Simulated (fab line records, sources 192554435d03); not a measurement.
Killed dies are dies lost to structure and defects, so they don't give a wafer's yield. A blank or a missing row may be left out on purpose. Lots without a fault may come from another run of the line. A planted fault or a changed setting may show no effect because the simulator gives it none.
fab line records | flow n5_finfet
record lots=5 wafers=15 last_day=15
route steps=1938 shown BEOL_M8@1383 BEOL_M9@1401
lots that met no fault: from a run of the same line without faults
start_h: hours from the record's first day to the start of the lot's first wafer shown | wait_h: hours since the lot's step before | " the same as in the row above | L1.1+2: a row that stands for several wafers | - no value, or no start given | * or withheld: withheld | < > ~ a bound
route shown NAME@n: a module of which the file shows steps, and the number in the route of the first | usual: mean/standard deviation of fault-free wafers | same: alike in all rows | chamber/n: place in a boat | sites: the reading at each site | _std_site: their standard deviation | _edge_site: outer sites' mean less inner sites' | radius_mm: how far each site lies from the wafer's centre | mask NAME#n: copy n | behind: the tool/chamber that last shaped the wafer | hold: why the lot was held/for how many hours/how that ended | device: the transistor (n, p or np) that didn't switch | end of line: the same wafers' tests at the end of the route | a step without rows: its recipe alone | killed: dies lost to structure and defects at the first sort, not the wafer's yield | map: a wafer's dies, x killed, . not, _ none there
set.NAME: the setting as run; set.NAME@STEP: as run at that earlier step | model.NAME: the simulator's own value behind a step, which no gauge read
lots at some steps of the route; a table a step, a row a wafer
services: from which hour (start_h, from the record's first day; less than 0 if before it) a tool's chamber was out of use, for how many hours, and why
## steps
# step N5_BEOL_M8_PRECLEAN_42
# recipe chemistry=residue_remover time_s=60 temp_c=40
# columns lot.wafer tool chamber start_h wait_h
L083.1+2+6 wet_bench-02 2,3,1 251.41 0.0
L084.3+5+6 wet_bench-03 6,5,1 259.82 0.0
L087.1+2+3 wet_bench-02 0,6,5 274.71 0.0
L088.1+3+5 wet_bench-06 1,5,4 282.49 0.0
L091.2+3+6 wet_bench-06 0,1,6 305.89 0.0
# step N5_BEOL_M8_SRD_43
# recipe time_s=30 temp_c=23 rinse_liquid=diw dry=ipa_marangoni
# columns lot.wafer tool chamber start_h wait_h
L083.1+2+6 wet_bench-02 2,3,1 251.43 0.0
L084.3+5+6 wet_bench-03 6,5,1 259.83 0.0
L087.1+2+3 wet_bench-02 0,6,5 274.73 0.0
L088.1+3+5 wet_bench-06 1,5,4 282.50 0.0
L091.2+3+6 wet_bench-06 0,1,6 305.90 0.0
# step N5_BEOL_M8_CD_MEAS_35
# recipe target_cd_nm=40 polarity=opening
# usual cd_nm=40.0/0.56
# columns lot.wafer tool chamber start_h wait_h cd_nm
L083.1 cd_sem-03 - 251.47 0.0 40.3
L083.2 " - " " 40.2
L083.6 " - " " 39.7
L084.3 cd_sem-03 - 259.88 0.0 39.8
L084.5 " - " " 40.0
L084.6 " - " " 40.2
L087.1 cd_sem-03 - 274.77 0.0 40.4
L087.2 " - " " 40.3
L087.3 " - " " 41.3
L088.1 cd_sem-01 - 282.54 0.0 39.7
L088.3 " - " " 39.7
L088.5 " - " " 40.4
L091.2 cd_sem-02 - 305.94 0.0 39.4
L091.3 " - " " 38.8
L091.6 " - " " 40.5
# step N5_BEOL_M8_CURE_75
# recipe temp_c=370 time_s=120 ambient=DMADMS/He material=SiCOH_lowk
# usual lamp_power_pct=52.31/0.053 wafer_temp_C_max=372.0/0.72
# columns lot.wafer tool chamber start_h wait_h lamp_power_pct wafer_temp_C_max
L083.1 uv_cure-03 1 251.52 0.0 52.28 370.9
L083.2 " 1 " " 52.36 370.7
L083.6 " 1 " " 52.30 370.8
L084.3 uv_cure-02 0 260.02 0.1 52.31 371.8
L084.5 " 0 " " 52.22 372.2
L084.6 " 0 " " 52.29 372.4
L087.1 uv_cure-02 0 274.83 0.1 52.37 371.6
L087.2 " 0 " " 52.36 371.4
L087.3 " 0 " " 52.25 371.2
L088.1 uv_cure-02 2 282.59 0.0 52.18 372.7
L088.3 " 2 " " 52.24 373.0
L088.5 " 2 " " 52.29 372.2
L091.2 uv_cure-02 0 306.04 0.1 52.28 372.3
L091.3 " 0 " " 52.29 371.7
L091.6 " 0 " " 52.24 372.7
# step N5_BEOL_M8_DEGAS_44
# recipe ambient=vacuum temp_c=250 time_s=60
# usual heater_power_w=322/32
# columns lot.wafer tool chamber start_h wait_h heater_power_w
L083.1 pvd_sputter-02 - 252.11 0.5 331
L083.2 " - " " 304
L083.6 " - " " 331
L084.3 pvd_sputter-03 - 260.46 0.4 258
L084.5 " - " " 305
L084.6 " - " " 343
L087.1 pvd_sputter-02 - 275.19 0.3 331
L087.2 " - " " 354
L087.3 " - " " 308
L088.1 pvd_sputter-03 - 282.94 0.3 322
L088.3 " - " " 299
L088.5 " - " " 256
L091.2 pvd_sputter-03 - 307.18 1.1 258
L091.3 " - " " 350
L091.6 " - " " 261
# step N5_BEOL_M8_PRE_CLEAN_45
# recipe gas=H2/He time_s=30 temp_c=250
# usual heater_power_w=322/33
# columns lot.wafer tool chamber start_h wait_h heater_power_w
L083.1 pvd_sputter-02 - 252.15 0.0 325
L083.2 " - " " 311
L083.6 " - " " 332
L084.3 pvd_sputter-03 - 260.50 0.0 254
L084.5 " - " " 299
L084.6 " - " " 350
L087.1 pvd_sputter-02 - 275.23 0.0 342
L087.2 " - " " 355
L087.3 " - " " 300
L088.1 pvd_sputter-03 - 282.98 0.0 322
L088.3 " - " " 302
L088.5 " - " " 254
L091.2 pvd_sputter-03 - 307.22 0.0 264
L091.3 " - " " 366
L091.6 " - " " 260
# step N5_BEOL_M8_ALD_77
# recipe material=TaN target_thk_a=20 temp_c=275 ald_precursor_family=PDMAT ald_co_reactant=NH3 pressure_torr=3 carrier_flow_sccm=1500 pulse_time_s=2 purge_time_s=3 co_reactant_purge_time_s=2 co_reactant_pulse_time_s=3 ald_cycles=40 precursor_vessel_temp_c=75 precursor_vessel_pressure_torr=26.25 precursor_vessel_carrier_sccm=1000
# usual heater_power_w=410/34 precursor_vessel_temp_c=75.02/0.12
# columns lot.wafer tool chamber start_h wait_h heater_power_w precursor_vessel_temp_c since_wet_clean_h
L083.1 ald_metal-04 1 252.23 0.1 434 75.15 4531
L083.2 " 3 " " 375 75.04 4531
L083.6 " 0 " " 427 75.04 -
L084.3 ald_metal-02 1 260.62 0.1 419 75.30 3000
L084.5 " 1 " " 424 75.21 -
L084.6 " 3 " " 366 74.92 -
L087.1 ald_metal-02 1 275.30 0.1 422 74.90 3015
L087.2 " 3 " " 364 74.90 3015
L087.3 " 0 " " 387 74.94 3015
L088.1 ald_metal-04 2 283.04 0.0 471 75.13 4561
L088.3 " 0 " " 431 75.04 4561
L088.5 " 1 " " 425 75.15 -
L091.2 ald_metal-01 2 307.51 0.3 401 75.22 1509
L091.3 " 0 " " 417 74.83 1509
L091.6 " 0 " " 427 75.07 -
# step N5_BEOL_M8_SURFACE_TREAT_79
# recipe gas=Ar time_s=* ion_energy_ev=* ion_current_ma_cm2=0.5 pressure_mtorr=* ar_flow_sccm=30
# usual throttle_valve_pct=*
# columns lot.wafer tool chamber start_h wait_h throttle_valve_pct
L083.1 pvd_sputter-03 - 253.54 1.2 *
L083.2 " - " " *
L083.6 " - " " *
L084.3 pvd_sputter-02 - 260.95 0.2 *
L084.5 " - " " *
L084.6 " - " " *
L087.1 pvd_sputter-03 - 275.68 0.2 *
L087.2 " - " " *
L087.3 " - " " *
L088.1 pvd_sputter-03 - 283.34 0.2 *
L088.3 " - " " *
L088.5 " - " " *
L091.2 pvd_sputter-02 - 307.90 0.3 *
L091.3 " - " " *
L091.6 " - " " *
# step N5_BEOL_M8_CVD_78
# recipe material=Co target_thk_a=20 temp_c=withheld precursor=CCTBA/H2 pressure_torr=30 time_s=142.3
# columns lot.wafer tool chamber start_h wait_h since_wet_clean_h
L083.1 cvd_co-02 0 253.60 0.0 1014
L083.2 " 1 " " 117
L083.6 " 1 " " -
L084.3 cvd_co-02 1 261.01 0.0 124
L084.5 " 2 " " -
L084.6 " 1 " " -
L087.1 cvd_co-01 1 275.74 0.0 1254
L087.2 " 2 " " 358
L087.3 " 0 " " 817
L088.1 cvd_co-02 1 283.61 0.2 147
L088.3 " 0 " " 1044
L088.5 " 0 " " -
L091.2 cvd_co-01 2 308.09 0.2 390
L091.3 " 1 " " 1287
L091.6 " 0 " " -
# step N5_BEOL_M8_SPUTTER_48
# recipe material=Cu target_thk_a=100 temp_c=-20 bias_v=60 power_w=26000 chamber_pressure_pa=0.13 time_s=1.667
# usual chamber_pressure_pa=0.13003/0.00024 throttle_valve_pct=29.9/0.95
# columns lot.wafer tool chamber start_h wait_h chamber_pressure_pa throttle_valve_pct
L083.1 pvd_sputter-03 - 253.71 0.1 0.12999 30.1
L083.2 " - " " 0.13063 29.2
L083.6 " - " " 0.13023 30.2
L084.3 pvd_sputter-01 - 261.13 0.1 0.13003 28.0
L084.5 " - " " 0.1298 31.0
L084.6 " - " " 0.1298 30.5
L087.1 pvd_sputter-03 - 276.18 0.4 0.13012 29.5
L087.2 " - " " 0.12983 30.2
L087.3 " - " " 0.13076 30.6
L088.1 pvd_sputter-01 - 283.91 0.3 0.12979 31.0
L088.3 " - " " 0.12995 27.9
L088.5 " - " " 0.13018 31.2
L091.2 pvd_sputter-01 - 308.29 0.2 0.12991 30.5
L091.3 " - " " 0.13016 29.5
L091.6 " - " " 0.12984 29.7
# step N5_BEOL_M8_ECD_50
# recipe material=Cu target_thk_a=3000
# columns lot.wafer tool chamber start_h wait_h
L083.1+2+6 ecd_cu-01 1,0,1 253.83 0.1
L084.3+5+6 ecd_cu-02 0,0,1 261.27 0.1
L087.1+2+3 ecd_cu-02 1,0,0 276.30 0.1
L088.1+3+5 ecd_cu-01 0,0,1 284.02 0.1
L091.2+3+6 ecd_cu-01 0,1,0 308.41 0.1
# step N5_BEOL_M8_ANNEAL_51
# recipe temp_c=225 time_s=90 ambient=N2
# usual anneal_temp_c=225.00/0.18 wafer_temp_C_max=226.2/0.47
# columns lot.wafer tool chamber start_h wait_h anneal_temp_c wafer_temp_C_max
L083.1 rtp_anneal-01 0 253.93 0.1 224.89 226.6
L083.2 " 0 " " 224.74 226.3
L083.6 " 0 " " 224.52 226.2
L084.3 rtp_anneal-02 0 261.62 0.3 225.14 226.0
L084.5 " 0 " " 225.19 225.9
L084.6 " 0 " " 224.94 225.6
L087.1 rtp_anneal-02 0 276.39 0.1 224.96 226.2
L087.2 " 0 " " 224.92 225.9
L087.3 " 0 " " 225.10 225.9
L088.1 rtp_anneal-02 0 284.32 0.3 224.94 225.6
L088.3 " 0 " " 225.06 225.8
L088.5 " 0 " " 224.97 225.8
L091.2 rtp_anneal-02 0 308.54 0.1 224.69 225.6
L091.3 " 0 " " 225.05 225.9
L091.6 " 0 " " 224.90 225.9
# step N5_BEOL_M8_CMP_52
# recipe stop_on=SiCOH_lowk t_overpolish_s=6.9 down_force_psi=1 platen_rpm=50 clearing_platen_down_force_psi=1.5 clearing_platen_rpm=50 post_cmp_clean=cu_alkaline target_thk_nm=80 clearing_platen_pad_velocity_m_s=0.99484 pad_velocity_m_s=0.99484
# usual barrier_field_endpoint_s=28.7/0.82 motor_current_A=5.7/0.45 overpolish_run_s=6.899/0.0094 pad_life_wafers=843/460 slurry_flow_ml_min=149.9/0.42 time_to_endpoint_s=62/3.3
# columns lot.wafer tool chamber start_h wait_h barrier_field_endpoint_s motor_current_A overpolish_run_s pad_life_wafers slurry_flow_ml_min time_to_endpoint_s
L083.2 cmp-04 3 254.22 0.2 27.6 5.6 6.900 1674 149.8 57
L083.1 " 0 " " 28.0 6.5 6.900 1675 149.0 61
L083.6 " 3 " " 28.1 5.5 6.887 - 149.4 61
L084.3 cmp-03 1 261.90 0.2 28.8 5.9 6.897 800 150.8 64
L084.5 " 3 " " 29.5 5.2 6.902 - 149.8 64
L084.6 " 0 " " 27.8 5.9 6.891 - 150.0 59
L087.2 cmp-01 0 277.18 0.7 29.1 5.1 6.909 774 149.9 64
L087.1 " 1 " " 29.8 5.2 6.893 775 149.8 68
L087.3 " 3 " " 28.4 5.9 6.893 777 149.9 61
L088.3 cmp-01 2 284.65 0.2 29.5 5.2 6.886 835 150.6 63
L088.1 " 0 " " 29.2 5.1 6.899 837 149.5 62
L088.5 " 1 " " 30.5 4.9 6.918 - 149.9 67
L091.2 cmp-03 1 308.88 0.3 29.0 6.1 6.900 1153 149.8 63
L091.3 " 2 " " 28.1 6.4 6.895 1154 149.8 60
L091.6 " 0 " " 28.6 6.4 6.912 - 149.9 61
# step N5_BEOL_M8_THK_MEAS_53
# recipe thk_meas_gauge=xrf reads=Cu_of_BEOL_M8_ECD_50
# usual M8_THK=80.4/2.3
# columns lot.wafer tool chamber start_h wait_h M8_THK[nm]
L083.1 film_metro-02 - 254.52 - 81.7
L083.2 " - " " 77.1
L083.6 " - " " 79.0
L084.3 film_metro-02 - 262.12 - 80.8
L084.5 " - " " 78.9
L084.6 " - " " 76.7
L087.1 film_metro-01 - 278.24 - 82.3
L087.2 " - " " 78.9
L087.3 " - " " 77.8
L088.1 film_metro-02 - 284.91 - 81.9
L088.3 " - " " 79.0
L088.5 " - " " 82.2
L091.2 film_metro-02 - 309.13 - 79.6
L091.3 " - " " 80.9
L091.6 " - " " 80.9
# step N5_BEOL_M8_PRE_CLEAN_55
# recipe gas=NH3 time_s=15 temp_c=withheld rf_power_w=300
# columns lot.wafer tool chamber start_h wait_h since_wet_clean_h
L083.1 pecvd-04 1 254.55 0.0 1502
L083.2 " 0 " " 777
L083.6 " 1 " " -
L084.3 pecvd-02 1 262.16 0.0 1691
L084.5 " 1 " " -
L084.6 " 2 " " -
L087.1 pecvd-01 1 278.33 0.1 1888
L087.2 " 0 " " 632
L087.3 " 2 " " 409
L088.1 pecvd-02 0 284.94 0.0 989
L088.3 " 2 " " 235
L088.5 " 2 " " -
L091.2 pecvd-01 0 309.17 0.0 662
L091.3 " 2 " " 440
L091.6 " 0 " " -
# step N5_BEOL_M8_DEP_56
# recipe material=SiCN target_thk_a=100 temp_c=withheld precursor=3MS/NH3 pressure_torr=3 rf_w=202 time_s=17.5
# usual showerhead_plenum_p_Torr=3.659/0.0099 throttle_valve_pct=8.9/0.43
# columns lot.wafer tool chamber start_h wait_h showerhead_plenum_p_Torr since_wet_clean_h throttle_valve_pct
L083.1 pecvd-04 1 254.59 0.0 3.670 1502 9.3
L083.2 " 0 " " 3.657 777 9.7
L083.6 " 1 " " 3.656 - 9.0
L084.3 pecvd-02 1 262.18 0.0 3.649 1691 9.4
L084.5 " 1 " " 3.651 - 9.3
L084.6 " 2 " " 3.636 - 8.1
L087.1 pecvd-01 1 278.36 0.0 3.665 1888 9.1
L087.2 " 0 " " 3.651 632 8.7
L087.3 " 2 " " 3.674 409 8.7
L088.1 pecvd-02 0 284.97 0.0 3.663 989 8.8
L088.3 " 2 " " 3.644 235 8.1
L088.5 " 2 " " 3.647 - 8.3
L091.2 pecvd-01 0 309.19 0.0 3.650 662 8.7
L091.3 " 2 " " 3.670 440 8.6
L091.6 " 0 " " 3.657 - 8.5
# step N5_BEOL_M8_RS_MEAS_57
# recipe thk_meas_gauge=four-point-probe reads=Cu_of_BEOL_M8_ECD_50+Co_of_BEOL_M8_CVD_78+TaN_of_BEOL_M8_ALD_77
# usual M8_RS=0.288/0.0096
# columns lot.wafer tool chamber start_h wait_h M8_RS[ohm/sq]
L083.1 film_metro-02 - 254.68 0.1 0.281
L083.2 " - " " 0.299
L083.6 " - " " 0.290
L084.3 film_metro-02 - 262.25 0.1 0.283
L084.5 " - " " 0.292
L084.6 " - " " 0.301
L087.1 film_metro-01 - 278.43 0.1 0.277
L087.2 " - " " 0.293
L087.3 " - " " 0.297
L088.1 film_metro-02 - 285.04 0.1 0.283
L088.3 " - " " 0.295
L088.5 " - " " 0.282
L091.2 film_metro-01 - 309.26 0.1 0.291
L091.3 " - " " 0.286
L091.6 " - " " 0.287
# step N5_BEOL_M8_INSPECT_58
# recipe inspect_instrument=darkfield mode=post_dep
# usual raw_defect_count=82/24
# columns lot.wafer tool chamber start_h wait_h raw_defect_count
L083.1 defect_inspect-01 - 254.70 0.0 85
L083.2 " - " " 94
L083.6 " - " " 80
L084.3 defect_inspect-02 - 262.28 0.0 101
L084.5 " - " " 105
L084.6 " - " " 53
L087.1 defect_inspect-02 - 278.45 0.0 86
L087.2 " - " " 72
L087.3 " - " " 81
L088.1 defect_inspect-01 - 285.06 0.0 40
L088.3 " - " " 75
L088.5 " - " " 83
L091.2 defect_inspect-01 - 309.29 0.0 70
L091.3 " - " " 71
L091.6 " - " " 83
# step N5_BEOL_M9_ILD_DEP_00
# recipe material=SiCOH_lowk target_thk_a=3085.1 temp_c=300 precursor=DEMS/porogen pressure_torr=5 rf_w=500 time_s=58
# usual heater_power_w=327/39 showerhead_plenum_p_Torr=5.734/0.015 throttle_valve_pct=13.5/0.62
# columns lot.wafer tool chamber start_h wait_h heater_power_w showerhead_plenum_p_Torr since_wet_clean_h throttle_valve_pct
L083.1 pecvd-02 1 254.74 0.0 396 5.731 1684 14.3
L083.2 " 0 " " 294 5.727 959 13.2
L083.6 " 0 " " 324 5.738 - 13.5
L084.3 pecvd-03 1 262.31 0.0 351 5.749 2054 14.5
L084.5 " 1 " " 276 5.757 - 14.7
L084.6 " 0 " " 297 5.761 - 13.8
L087.1 pecvd-01 2 278.49 0.0 364 5.739 410 13.2
L087.2 " 0 " " 291 5.715 632 13.1
L087.3 " 1 " " 308 5.731 1889 13.9
L088.1 pecvd-01 1 285.10 0.0 343 5.730 1895 14.0
L088.3 " 0 " " 308 5.730 638 13.6
L088.5 " 2 " " 392 5.736 - 13.1
L091.2 pecvd-01 1 309.33 0.0 313 5.749 1919 13.9
L091.3 " 2 " " 307 5.730 440 13.3
L091.6 " 1 " " 323 5.749 - 14.1
# step N5_BEOL_M9_CURE_71
# recipe temp_c=385 time_s=240 ambient=He/Ar material=SiCOH_lowk
# usual lamp_power_pct=52.32/0.053 wafer_temp_C_max=386.9/0.69
# columns lot.wafer tool chamber start_h wait_h lamp_power_pct wafer_temp_C_max
L083.1 uv_cure-02 2 254.82 0.0 52.28 386.4
L083.2 " 2 " " 52.27 387.2
L083.6 " 2 " " 52.32 387.0
L084.3 uv_cure-02 0 262.55 0.2 52.28 387.3
L084.5 " 0 " " 52.26 386.6
L084.6 " 0 " " 52.36 387.3
L087.1 uv_cure-02 2 278.57 0.0 52.31 387.3
L087.2 " 2 " " 52.33 387.3
L087.3 " 2 " " 52.37 387.2
L088.1 uv_cure-02 1 285.18 0.0 52.38 387.0
L088.3 " 1 " " 52.41 387.3
L088.5 " 1 " " 52.37 387.9
L091.2 uv_cure-03 1 309.48 0.1 52.34 386.4
L091.3 " 1 " " 52.23 385.7
L091.6 " 1 " " 52.33 385.8
# step N5_BEOL_M9_THK_MEAS_01
# recipe reads=SiCOH_lowk_of_BEOL_M9_ILD_DEP_00
# usual M9_ILD_THK=266/3.3
# columns lot.wafer tool chamber start_h wait_h M9_ILD_THK[nm]
L083.1 film_metro-02 - 255.33 0.4 268
L083.2 " - " " 264
L083.6 " - " " 270
L084.3 film_metro-02 - 262.90 0.3 262
L084.5 " - " " 267
L084.6 " - " " 268
L087.1 film_metro-01 - 279.08 0.4 267
L087.2 " - " " 265
L087.3 " - " " 259
L088.1 film_metro-02 - 285.69 0.4 265
L088.3 " - " " 264
L088.5 " - " " 272
L091.2 film_metro-02 - 309.92 0.4 267
L091.3 " - " " 266
L091.6 " - " " 271
# step N5_BEOL_M9_PECVD_70
# recipe material=SiO2 target_thk_a=200 temp_c=400 precursor=TEOS/O2 pressure_torr=5.5 rf_w=450 teos_flow_sccm=53.8 gas=O2 flow_sccm=3000 time_s=22.7
# usual heater_power_w=741/72 showerhead_plenum_p_Torr=8.76/0.055 throttle_valve_pct=21.7/0.9
# columns lot.wafer tool chamber start_h wait_h heater_power_w showerhead_plenum_p_Torr since_wet_clean_h throttle_valve_pct
L083.1 pecvd-01 0 255.40 0.1 585 8.74 609 21.8
L083.2 " 2 " " 796 8.78 387 21.3
L083.6 " 1 " " 782 8.79 - 22.5
L084.3 pecvd-01 2 262.94 0.0 745 8.80 394 21.3
L084.5 " 2 " " 749 8.79 - 21.0
L084.6 " 1 " " 634 8.80 - 22.2
L087.1 pecvd-03 0 279.12 0.0 796 8.88 1345 21.8
L087.2 " 2 " " 702 8.69 591 22.5
L087.3 " 1 " " 729 8.84 2070 23.5
L088.1 pecvd-02 2 285.74 0.0 699 8.68 236 20.3
L088.3 " 1 " " 850 8.72 1715 23.3
L088.5 " 0 " " 803 8.75 - 21.4
L091.2 pecvd-01 1 309.95 0.0 735 8.81 1920 22.2
L091.3 " 2 " " 848 8.81 441 21.2
L091.6 " 2 " " 845 8.78 - 21.4
# step N5_BEOL_M9_HM_DEP_02
# recipe material=TiN target_thk_a=200 temp_c=25 chamber_pressure_pa=0.49996
# usual chamber_pressure_pa=0.4997/0.00093 throttle_valve_pct=29.9/0.92
# columns lot.wafer tool chamber start_h wait_h chamber_pressure_pa throttle_valve_pct
L083.1 pvd_sputter-02 - 257.45 2.0 0.4998 28.4
L083.2 " - " " 0.5005 30.3
L083.6 " - " " 0.5005 30.2
L084.3 pvd_sputter-03 - 264.86 1.9 0.4980 30.2
L084.5 " - " " 0.5000 30.0
L084.6 " - " " 0.5006 29.1
L087.1 pvd_sputter-03 - 281.06 1.9 0.5010 30.8
L087.2 " - " " 0.5001 30.1
L087.3 " - " " 0.4982 28.9
L088.1 pvd_sputter-01 - 286.19 0.4 0.5010 30.7
L088.3 " - " " 0.4994 28.0
L088.5 " - " " 0.4995 30.5
L091.2 pvd_sputter-03 - 311.89 1.9 0.4990 30.5
L091.3 " - " " 0.4990 29.8
L091.6 " - " " 0.4994 30.7
# step N5_BEOL_M9_COAT_59
# recipe resist=SOC temp_c=250 time_s=60 spin_rpm=1500 resist_thk_nm=100
# usual plate_temp_C=249.99/0.16
# columns lot.wafer tool chamber start_h wait_h plate_temp_C
L083.1 litho_track-05 0 257.58 0.1 249.78
L083.2 " 0 " " 250.08
L083.6 " 0 " " 250.13
L084.3 litho_track-04 0 264.99 0.1 250.10
L084.5 " 0 " " 249.65
L084.6 " 0 " " 249.84
L087.1 litho_track-05 0 281.19 0.1 250.05
L087.2 " 0 " " 249.85
L087.3 " 0 " " 249.72
L088.1 litho_track-01 0 286.31 0.1 250.42
L088.3 " 0 " " 250.10
L088.5 " 0 " " 250.10
L091.2 litho_track-04 0 312.02 0.1 250.20
L091.3 " 0 " " 249.88
L091.6 " 0 " " 249.88
# step N5_BEOL_M9_COAT_60
# recipe resist=SiARC temp_c=220 time_s=60 spin_rpm=1500 resist_thk_nm=30
# usual plate_temp_C=220.01/0.18
# columns lot.wafer tool chamber start_h wait_h plate_temp_C
L083.1 litho_track-05 0 - - 220.18
L083.2 " 0 " " 220.15
L083.6 " 0 " " 219.79
L084.3 litho_track-04 0 - - 220.09
L084.5 " 0 " " 220.02
L084.6 " 0 " " 220.00
L087.1 litho_track-05 0 - - 219.84
L087.2 " 0 " " 219.80
L087.3 " 0 " " 219.90
L088.1 litho_track-01 0 - - 220.07
L088.3 " 0 " " 219.87
L088.5 " 0 " " 219.98
L091.2 litho_track-04 0 - - 220.05
L091.3 " 0 " " 219.94
L091.6 " 0 " " 219.96
# step N5_BEOL_M9_COAT_05
# recipe resist=CAR-ArF spin_rpm=1500 resist_thk_nm=90
# columns lot.wafer tool chamber start_h wait_h
L083.1+2+6 litho_track-05 0 - -
L084.3+5+6 litho_track-04 0 - -
L087.1+2+3 litho_track-05 0 - -
L088.1+3+5 litho_track-01 0 - -
L091.2+3+6 litho_track-04 0 - -
# step N5_BEOL_M9_EBR_07
# recipe solvent=PGMEA ebr_width_mm=1.5
# columns lot.wafer tool chamber start_h wait_h
L083.1+2+6 litho_track-05 0 - -
L084.3+5+6 litho_track-04 0 - -
L087.1+2+3 litho_track-05 0 - -
L088.1+3+5 litho_track-01 0 - -
L091.2+3+6 litho_track-04 0 - -
# step N5_BEOL_M9_SOFTBAKE_06
# recipe temp_c=110 time_s=60 resist=CAR-ArF
# usual plate_temp_C=109.96/0.12
# columns lot.wafer tool chamber start_h wait_h plate_temp_C
L083.1 litho_track-05 0 - - 109.95
L083.2 " 0 " " 109.90
L083.6 " 0 " " 109.81
L084.3 litho_track-04 0 - - 110.08
L084.5 " 0 " " 110.21
L084.6 " 0 " " 109.93
L087.1 litho_track-05 0 - - 109.91
L087.2 " 0 " " 110.06
L087.3 " 0 " " 109.81
L088.1 litho_track-01 0 - - 110.11
L088.3 " 0 " " 109.99
L088.5 " 0 " " 109.99
L091.2 litho_track-04 0 - - 109.87
L091.3 " 0 " " 109.99
L091.6 " 0 " " 109.90
# step N5_BEOL_M9_EXPOSE_08
# recipe mask_id=M9 na=1.35 source_shape=dipole sigma_inner=0.411 sigma_outer=0.611 polarization=te dose_mj=53.75
# usual stage_vel_mm_s=499.99/0.21
# columns lot.wafer tool chamber start_h wait_h mask stage_vel_mm_s
L083.1 arfi_scanner-02 0 257.82 - M9#0 500.16
L083.2 " 0 " " M9#0 499.98
L083.6 " 0 " " M9#0 499.98
L084.3 arfi_scanner-03 0 265.24 - M9#0 499.80
L084.5 " 0 " " M9#0 500.15
L084.6 " 0 " " M9#0 500.17
L087.1 arfi_scanner-01 0 281.43 - M9#0 500.21
L087.2 " 0 " " M9#0 500.02
L087.3 " 0 " " M9#0 499.79
L088.1 arfi_scanner-03 0 286.56 - M9#0 499.88
L088.3 " 0 " " M9#0 500.02
L088.5 " 0 " " M9#0 499.96
L091.2 arfi_scanner-01 0 312.27 - M9#0 499.96
L091.3 " 0 " " M9#0 500.09
L091.6 " 0 " " M9#0 499.85
# step N5_BEOL_M9_PEB_09
# recipe peb_temp_c=withheld peb_time_s=60 resist=CAR-ArF
# columns lot.wafer tool chamber start_h wait_h
L083.1+2+6 litho_track-01 0 257.88 0.1
L084.3+5+6 litho_track-04 0 265.29 0.0
L087.1+2+3 litho_track-01 0 281.49 0.1
L088.1+3+5 litho_track-01 0 286.61 0.1
L091.2+3+6 litho_track-01 0 312.32 0.0
# step N5_BEOL_M9_DEVELOP_10
# recipe develop_time_s=30 developer=TMAH resist=CAR-ArF rinse_liquid=diw dry=air_spin dev_temp_c=23
# usual developer_temp_C=22.99/0.11
# same develop_time_s=30
# columns lot.wafer tool chamber start_h wait_h developer_temp_C
L083.1 litho_track-01 0 - - 23.13
L083.2 " 0 " " 23.00
L083.6 " 0 " " 22.95
L084.3 litho_track-04 0 - - 23.01
L084.5 " 0 " " 22.98
L084.6 " 0 " " 23.18
L087.1 litho_track-01 0 - - 23.16
L087.2 " 0 " " 23.00
L087.3 " 0 " " 22.97
L088.1 litho_track-01 0 - - 22.96
L088.3 " 0 " " 22.91
L088.5 " 0 " " 23.02
L091.2 litho_track-01 0 - - 22.78
L091.3 " 0 " " 22.73
L091.6 " 0 " " 22.71
# step N5_BEOL_M9_CD_MEAS_11
# recipe target_cd_nm=64.1 landing_energy_ev=500 detector=se_inlens polarity=opening
# usual cd_nm=64.2/0.53
# columns lot.wafer tool chamber start_h wait_h cd_nm
L083.1 cd_sem-02 0 257.95 - 64.2
L083.2 " 0 " " 64.1
L083.6 " 0 " " 64.0
L084.3 cd_sem-03 0 265.36 - 64.3
L084.5 " 0 " " 64.5
L084.6 " 0 " " 64.1
L087.1 cd_sem-01 0 281.56 - 63.8
L087.2 " 0 " " 64.7
L087.3 " 0 " " 63.9
L088.1 cd_sem-02 0 286.68 - 64.6
L088.3 " 0 " " 64.0
L088.5 " 0 " " 64.1
L091.2 cd_sem-02 0 312.39 - 64.2
L091.3 " 0 " " 64.7
L091.6 " 0 " " 64.7
# step N5_BEOL_M9_OVL_MEAS_12
# recipe points_per_wafer=44
# usual M9_OVL=-0.3/0.73
# columns lot.wafer tool chamber start_h wait_h M9_OVL[nm]
L083.1 overlay-02 0 257.98 0.0 -1.2
L083.2 " 0 " " -0.4
L083.6 " 0 " " 0.4
L084.3 overlay-01 0 265.39 0.0 -0.3
L084.5 " 0 " " 0.3
L084.6 " 0 " " 0.2
L087.1 overlay-02 0 281.59 0.0 0.6
L087.2 " 0 " " 0.9
L087.3 " 0 " " 0.5
L088.1 overlay-01 0 286.71 0.0 0.2
L088.3 " 0 " " -0.7
L088.5 " 0 " " -1.2
L091.2 overlay-02 0 312.42 0.0 0.9
L091.3 " 0 " " 0.1
L091.6 " 0 " " 0.4
# step N5_BEOL_M9_INSPECT_13
# recipe mode=adi inspect_instrument=brightfield
# usual raw_defect_count=432/81
# columns lot.wafer tool chamber start_h wait_h raw_defect_count
L083.1 defect_inspect-01 - 258.00 0.0 602
L083.2 " - " " 643
L083.6 " - " " 594
L084.3 defect_inspect-02 - 265.41 0.0 387
L084.5 " - " " 404
L084.6 " - " " 345
L087.1 defect_inspect-01 - 281.61 0.0 499
L087.2 " - " " 410
L087.3 " - " " 413
L088.1 defect_inspect-01 - 286.74 0.0 467
L088.3 " - " " 387
L088.5 " - " " 513
L091.2 defect_inspect-01 - 312.44 0.0 313
L091.3 " - " " 343
L091.6 " - " " 370
## services
# columns tool chamber start_h hours kind
arfi_scanner-01 - 232.60 1.1 repair
arfi_scanner-03 - 235.62 4.9 pm
ald_metal-04 1 236.48 6.2 repair
ecd_cu-02 - 237.28 4.0 repair
cmp-01 - 238.83 2.8 repair
arfi_scanner-01 - 246.52 1.3 pm
wet_bench-02 - 246.84 1.2 repair
arfi_scanner-01 - 248.75 1.0 pm
cmp-03 - 250.71 4.4 repair
ald_metal-02 2 254.25 10.7 repair
pecvd-03 - 254.60 0.9 repair
pecvd-04 1 258.07 2.8 repair
arfi_scanner-01 - 262.15 0.8 pm
uv_cure-03 - 269.52 7.5 pm
pecvd-04 - 277.54 5.4 repair
arfi_scanner-03 - 282.11 1.3 pm
arfi_scanner-01 - 282.64 3.1 pm
cmp-03 - 282.92 4.9 pm
cvd_co-01 - 284.64 1.2 repair
arfi_scanner-03 - 288.41 0.8 pm
ald_metal-04 3 295.07 4.1 repair
uv_cure-02 - 296.95 4.5 pm
cvd_co-02 - 300.71 1.5 repair
wet_bench-02 - 304.33 4.6 repair
## key
fault none
